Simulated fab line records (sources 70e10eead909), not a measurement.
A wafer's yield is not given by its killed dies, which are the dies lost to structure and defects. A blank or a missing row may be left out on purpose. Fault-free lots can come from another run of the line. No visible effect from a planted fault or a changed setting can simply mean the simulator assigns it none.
Which tool did it? -- flow nand_harc -- 36 wafers from 12 lots sampled at 5 of the route's 1302 steps

== WHAT THE GAUGES SHOWED, per wafer ==
NHARC_A_BONDPAD_OVL_MEAS_35.
lot,measured,on,overlay_x_nm (nm),overlay_y_nm (nm)
L481,day 23 06:53,overlay-01,-3 -3 -3,6 6 6
L482,day 23 08:59,overlay-01,4 4 4,1 1 1
L484,day 24 02:51,overlay-01,5 5 5,-6 -7 -6
L485,day 24 14:00,overlay-02,1 1 1,-2 -2 -2
L487,day 25 13:46,overlay-01,5 5 5,-2 -2 -1
L492,day 27 09:13,overlay-02,-3 -3 -4,-3 -3 -4
L491,day 26 23:42,overlay-02,5 5 6,-2 -1 -1
L493,day 28 10:03,overlay-01,13 13 13,2 1 3
L494,day 28 12:46,overlay-01,7 7 7,9 9 10
L498,day 30 13:25,overlay-02,-8 -8 -8,6 6 6
L500,day 31 05:11,overlay-01,-1 -1 0,-5 -4 -4
L501,day 31 09:13,overlay-02,3 3 3,-2 -2 -3

NHARC_END_WLT_00.
lot,measured,on,VT_DECK1_BOTTOM,VT_DECK1_BOTTOM_INNER,VT_DECK1_MEDIAN_NEAR_BOTTOM,VT_DECK1_MEDIAN_NEAR_BOTTOM_INNER,VT_DECK1_MIDDLE,VT_DECK1_MIDDLE_INNER,VT_DECK1_TOP,VT_DECK1_TOP_INNER,VT_DECK2_BOTTOM,VT_DECK2_BOTTOM_INNER,VT_DECK2_MEDIAN_NEAR_BOTTOM,VT_DECK2_MEDIAN_NEAR_BOTTOM_INNER,VT_DECK2_MIDDLE,VT_DECK2_MIDDLE_INNER,VT_DECK2_TOP,VT_DECK2_TOP_INNER
L481,day 24 10:39,prober-02,0.874 0.858 0.873,0.855 0.861 0.871,0.865 0.864 0.871,0.866 0.857 0.871,0.877 0.879 0.881,0.881 0.866 0.876,0.892 0.889 0.894,0.881 0.894 0.886,0.863 0.857 0.866,0.864 0.860 0.866,0.862 0.860 0.861,0.868 0.864 0.865,0.878 0.882 0.876,0.871 0.865 0.876,0.884 0.894 0.890,0.891 0.888 0.891
L482,day 24 10:38,prober-01,0.861 0.861 0.863,0.856 0.870 0.861,0.860 0.861 0.862,0.853 0.867 0.865,0.881 0.882 0.875,0.873 0.880 0.881,0.882 0.883 0.881,0.880 0.880 0.877,0.880 0.882 0.877,0.881 0.876 0.881,0.881 0.881 0.878,0.879 0.876 0.880,0.895 0.890 0.894,0.894 0.896 0.885,0.902 0.906 0.898,0.906 0.901 0.904
L484,day 25 06:49,prober-01,0.875 0.882 0.878,0.875 0.882 0.875,0.876 0.873 0.874,0.880 0.876 0.877,0.891 0.887 0.890,0.877 0.887 0.886,0.893 0.891 0.897,0.891 0.901 0.893,0.868 0.876 0.869,0.872 0.869 0.881,0.883 0.879 0.879,0.875 0.880 0.871,0.891 0.888 0.884,0.891 0.893 0.889,0.902 0.898 0.907,0.907 0.899 0.895
L485,day 25 20:14,prober-02,0.856 0.859 0.864,0.857 0.861 0.852,0.861 0.858 0.856,0.854 0.847 0.861,0.869 0.870 0.874,0.870 0.874 0.860,0.879 0.877 0.881,0.880 0.878 0.878,0.874 0.877 0.879,0.886 0.882 0.881,0.873 0.873 0.884,0.884 0.874 0.882,0.893 0.887 0.891,0.898 0.885 0.894,0.908 0.897 0.903,0.909 0.901 0.904
L487,day 26 16:29,prober-02,0.857 0.854 0.852,0.863 0.857 0.853,0.857 0.856 0.846,0.854 0.852 0.848,0.875 0.872 0.865,0.869 0.867 0.873,0.886 0.888 0.881,0.883 0.877 0.886,0.869 0.864 0.869,0.856 0.868 0.863,0.875 0.867 0.871,0.870 0.868 0.863,0.880 0.874 0.878,0.881 0.872 0.880,0.888 0.892 0.893,0.888 0.880 0.897
L492,day 28 14:38,prober-02,0.865 0.871 0.869,0.866 0.868 0.873,0.878 0.864 0.877,0.860 0.867 0.871,0.871 0.874 0.878,0.876 0.875 0.873,0.890 0.887 0.889,0.886 0.888 0.888,0.862 0.877 0.871,0.869 0.878 0.868,0.874 0.874 0.870,0.866 0.873 0.870,0.887 0.892 0.886,0.890 0.887 0.891,0.895 0.899 0.892,0.899 0.895 0.893
L491,day 28 05:13,prober-02,0.865 0.854 0.858,0.861 0.857 0.860,0.859 0.856 0.869,0.864 0.856 0.860,0.878 0.882 0.877,0.882 0.876 0.887,0.893 0.891 0.886,0.888 0.890 0.887,0.871 0.875 0.872,0.880 0.877 0.872,0.875 0.877 0.882,0.872 0.884 0.865,0.879 0.891 0.895,0.888 0.873 0.887,0.896 0.895 0.891,0.898 0.897 0.901
L493,day 29 13:28,prober-02,0.884 0.874 0.881,0.878 0.877 0.879,0.878 0.883 0.880,0.878 0.886 0.872,0.881 0.890 0.892,0.885 0.884 0.893,0.900 0.898 0.894,0.898 0.905 0.907,0.864 0.871 0.861,0.860 0.870 0.860,0.876 0.872 0.870,0.867 0.869 0.866,0.877 0.870 0.882,0.875 0.879 0.876,0.886 0.882 0.892,0.892 0.881 0.877
L494,day 29 13:26,prober-01,0.867 0.868 0.861,0.872 0.881 0.875,0.863 0.867 0.866,0.874 0.872 0.875,0.884 0.889 0.888,0.883 0.893 0.889,0.901 0.898 0.901,0.898 0.902 0.896,0.865 0.872 0.874,0.869 0.880 0.876,0.871 0.869 0.866,0.870 0.871 0.872,0.890 0.879 0.882,0.881 0.886 0.881,0.893 0.890 0.897,0.889 0.894 0.887
L498,day 31 19:14,prober-01,0.881 0.880 0.880,0.876 0.874 0.875,0.886 0.877 0.875,0.879 0.882 0.880,0.892 0.892 0.891,0.887 0.884 0.881,0.898 0.898 0.910,0.904 0.904 0.897,0.878 0.875 0.879,0.877 0.878 0.877,0.879 0.881 0.878,0.883 0.881 0.876,0.895 0.883 0.892,0.887 0.897 0.886,0.896 0.899 0.902,0.897 0.901 0.902
L500,day 32 18:13,prober-01,0.858 0.856 0.858,0.854 0.855 0.860,0.857 0.850 0.861,0.853 0.857 0.859,0.872 0.872 0.868,0.874 0.868 0.869,0.889 0.884 0.884,0.884 0.889 0.889,0.883 0.887 0.875,0.879 0.881 0.882,0.886 0.877 0.878,0.870 0.888 0.882,0.899 0.895 0.887,0.896 0.897 0.893,0.899 0.909 0.909,0.906 0.903 0.905
L501,day 32 19:14,prober-02,0.864 0.861 0.862,0.860 0.862 0.859,0.863 0.861 0.864,0.859 0.861 0.860,0.866 0.876 0.871,0.880 0.872 0.874,0.880 0.884 0.878,0.883 0.878 0.887,0.878 0.872 0.873,0.878 0.873 0.876,0.871 0.877 0.878,0.878 0.871 0.878,0.893 0.890 0.885,0.888 0.890 0.891,0.902 0.894 0.894,0.898 0.900 0.902

NHARC_END_SORT_01.
lot,measured,on,killed_at_array,killed_at_other,killed_at_periphery,killed_dies,killed_open,killed_short
L493,day 29 17:34,prober-02,58,2,1,61,2,3
L500,day 32 21:12,prober-01,111 116 111,1 0 0,2 1 2,114 117 113,3 0 1,1 7 0
L501,day 32 22:49,prober-02,114 126 126,0 2 0,0 3 1,114 131 127,5 4 5,2 1 0

== TOOL THAT RAN EACH LOT (tool first, then ch and the chambers of the sampled wafers, then the start) ==
lot,NHARC_A_ONON_D2_DEP_03,NHARC_A_BONDPAD_DEGAS_25
L481,"pecvd_onon-04 ch 0, day 12 10:08","pvd_sputter-01, day 23 07:59"
L482,"pecvd_onon-04 ch 0, day 12 20:29","pvd_sputter-01, day 23 10:31"
L484,"pecvd_onon-04 ch 0, day 13 10:12","pvd_sputter-02, day 24 03:56"
L485,"pecvd_onon-01 ch 0, day 14 00:30","pvd_sputter-02, day 24 15:05"
L487,"pecvd_onon-03 ch 0, day 14 19:16","pvd_sputter-02, day 25 14:51"
L492,"pecvd_onon-01 ch 0, day 16 14:31","pvd_sputter-02, day 27 10:17"
L491,"pecvd_onon-04 ch 0, day 16 14:52","pvd_sputter-01, day 27 00:47"
L493,"pecvd_onon-01 ch 0, day 17 18:38","pvd_sputter-03, day 28 11:07"
L494,"pecvd_onon-03 ch 0, day 17 18:38","pvd_sputter-03, day 28 13:50"
L498,"pecvd_onon-04 ch 0, day 19 10:40","pvd_sputter-02, day 30 14:29"
L500,"pecvd_onon-04 ch 0, day 20 08:20","pvd_sputter-02, day 31 06:26"
L501,"pecvd_onon-04 ch 0, day 21 04:11","pvd_sputter-02, day 31 10:16"
- NHARC_A_ONON_D2_DEP_03: target thk 1000 nm.
- NHARC_A_BONDPAD_DEGAS_25: time 60 s.

== AS READ BY THE TOOLS THEMSELVES (means over the sampled wafers that have a number; for cases with no such wafer, the mark the record gives instead) ==
NHARC_A_BONDPAD_DEGAS_25.
lot,tool,heater_power_w (W)
L481,pvd_sputter-01,499
L482,pvd_sputter-01,501
L484,pvd_sputter-02,474
L485,pvd_sputter-02,475
L487,pvd_sputter-02,462
L492,pvd_sputter-02,469
L491,pvd_sputter-01,477
L493,pvd_sputter-03,434
L494,pvd_sputter-03,459
L498,pvd_sputter-02,486
L500,pvd_sputter-02,471
L501,pvd_sputter-02,478

== THE ANSWER, worked out from the rows above alone ==
Rule: the lots themselves supply what counts as usual. Put in order of their means at a reading, lots are off if they are a third of the lots or fewer, leave a main group of 4 or more, and stand apart from it by a gap of 3 or more times the standard deviation of the main group's means; of several such gaps the widest counts. If all means in a main group match to the digits the tables above print for the reading, that group is not used. Also off: a lot with no number at a reading for which 4 or more lots have one. The other lots that the step has rows for count as sound. Order of review: gauges by route order, followed by the tools' own readings, for which a lot's mean as printed above is used. At the first step where some lot is off, the reading lying furthest off is the one used; lots without a number count as furthest.
No lot is off on any of the readings shown, so nothing can be concluded from this.

== WHAT HAD BEEN PUT IN BY THE SIMULATOR ==
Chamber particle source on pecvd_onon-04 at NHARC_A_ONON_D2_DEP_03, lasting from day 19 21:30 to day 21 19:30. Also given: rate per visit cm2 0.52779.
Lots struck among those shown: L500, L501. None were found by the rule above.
